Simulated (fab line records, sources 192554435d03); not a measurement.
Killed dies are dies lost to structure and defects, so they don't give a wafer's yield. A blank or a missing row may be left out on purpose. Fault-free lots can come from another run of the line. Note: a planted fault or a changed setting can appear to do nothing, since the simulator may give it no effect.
Which tool is to blame? + flow n5-finfet + 30 wafers from 10 lots sampled at 2 of the route's 1938 steps

WHAT EACH GAUGE READ, for each wafer
N5_STI_FIN_REVEAL_THK_MEAS_05.
| lot  | measured    | on            | thk-nm (nm)       |
|------|-------------|---------------|-------------------|
| L188 | day 2 09:18 | film-metro-01 | 133.6 132.6 131.7 |
| L189 | day 2 17:50 | film-metro-02 | 130.9 132.2 130.2 |
| L191 | day 3 03:33 | film-metro-02 | 132.7 130.4 130.8 |
| L196 | day 4 08:58 | film-metro-02 | 131.3 131.2 129.9 |
| L197 | day 4 16:12 | film-metro-02 | 132.9 131.9 131.4 |
| L204 | day 6 08:56 | film-metro-01 | 133.6 135.0 134.2 |
| L206 | day 6 22:22 | film-metro-02 | 134.1 133.3 134.3 |
| L207 | day 7 04:55 | film-metro-01 | 132.8 131.5 131.1 |
| L208 | day 7 10:43 | film-metro-02 | 133.1 132.6 132.2 |
| L209 | day 7 16:41 | film-metro-01 | 131.9 129.9 132.9 |

EACH LOT AND THE TOOL THAT RAN IT (in order: tool; ch and the chambers of the sampled wafers; start)
| lot  | N5_STI_FIN_REVEAL_ALD_14         |
|------|----------------------------------|
| L188 | ald-sin-03 ch 0,1,3, day 2 03:58 |
| L189 | ald-sin-01 ch 0,1,3, day 2 11:54 |
| L191 | ald-sin-02 ch 0,1,2, day 2 21:36 |
| L196 | ald-sin-03 ch 0,1,2, day 4 03:37 |
| L197 | ald-sin-03 ch 0,1, day 4 10:09   |
| L204 | ald-sin-03 ch 2,3, day 6 03:34   |
| L206 | ald-sin-01 ch 0,1, day 6 16:55   |
| L207 | ald-sin-01 ch 0,1,2, day 6 23:35 |
| L208 | ald-sin-02 ch 0,1,3, day 7 05:23 |
| L209 | ald-sin-03 ch 0,1,2, day 7 11:20 |
- N5_STI_FIN_REVEAL_ALD_14: deposits Si3N4, target thk 3 nm.

THE ANSWER, worked out from the rows above alone
Rule: the usual values come from the lots themselves. The widest of any qualifying gaps counts: lots, ordered by their means at a reading, are off when they make up no more than a third of the lots, leave a main group of 4 or more, and stand apart from it by 3 or more times the standard deviation of that group's means. A main group is skipped when, at the precision printed for the reading in the tables above, its means are all equal. Also off: a lot with no number at a reading for which 4 or more lots have one. The other lots that the step has rows for count as sound.
Nothing can be told from this: no lot is off at any reading shown.

WHAT WAS PUT IN BY THE SIMULATOR
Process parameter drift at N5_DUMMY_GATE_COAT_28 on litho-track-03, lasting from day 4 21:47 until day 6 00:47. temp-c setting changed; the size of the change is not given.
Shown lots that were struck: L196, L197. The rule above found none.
